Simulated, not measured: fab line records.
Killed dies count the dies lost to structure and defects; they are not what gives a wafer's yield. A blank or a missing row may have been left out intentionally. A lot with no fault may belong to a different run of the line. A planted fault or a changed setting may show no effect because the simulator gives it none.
Chamber matching | flow nand-harc | rie-diel-03 running NHARC_A_CONTACT_DESCUM_74: 4 sister chambers
The step chemistry O2, time 3 s. 4 wafers are shown with their chamber, then 12 later ones without.

EACH WAFER AND ITS CHAMBER
wafer  | chamber | drypump-motor-current-A (A)
L088.2 | 2       | 5.15
L092.1 | 3       | 5.65
L092.2 | 1       | 5.29
L092.4 | 0       | 5.66

WAFERS MISSING THEIR CHAMBER
wafer  | drypump-motor-current-A (A)
L090.2 | 5.67
L090.5 | 5.28
L090.6 | 5.63
L091.2 | 5.29
L091.4 | 5.15
L091.6 | 5.30
L093.2 | 5.33
L093.3 | 5.65
L093.5 | 5.68
L093.1 | 5.65
L093.4 | 5.14
L093.6 | 5.68

THE CHAMBER EACH PASSED THROUGH
wafer  | from the rows above     | in truth
L090.2 | can't be placed: 0 or 3 | 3
L090.5 | 1                       | 1
L090.6 | can't be placed: 3 or 0 | 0
L091.2 | 1                       | 1
L091.4 | 2                       | 2
L091.6 | 1                       | 1
L093.2 | 1                       | 1
L093.3 | can't be placed: 3 or 0 | 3
L093.5 | can't be placed: 0 or 3 | 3
L093.1 | can't be placed: 3 or 0 | 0
L093.4 | 2                       | 2
L093.6 | can't be placed: 0 or 3 | 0
6 of 12 placed correctly. Can't be placed from these rows: 6 (the true chamber is among the candidates in 6). 0 placed wrongly.
How it was worked out, from the rows above alone: a wafer's distance from a chamber is the root of the sum, over the readings, of the square of ((its reading less the chamber's mean) divided by the reading's scatter). The wafer belongs to the nearest chamber; if the next one is less than 2 further off, it can't be placed. Each chamber's mean is taken over the wafers shown for it. The scatter (one wafer shown for each chamber): square how far every hidden wafer sits from the nearest shown wafer, average those squares and take the square root.
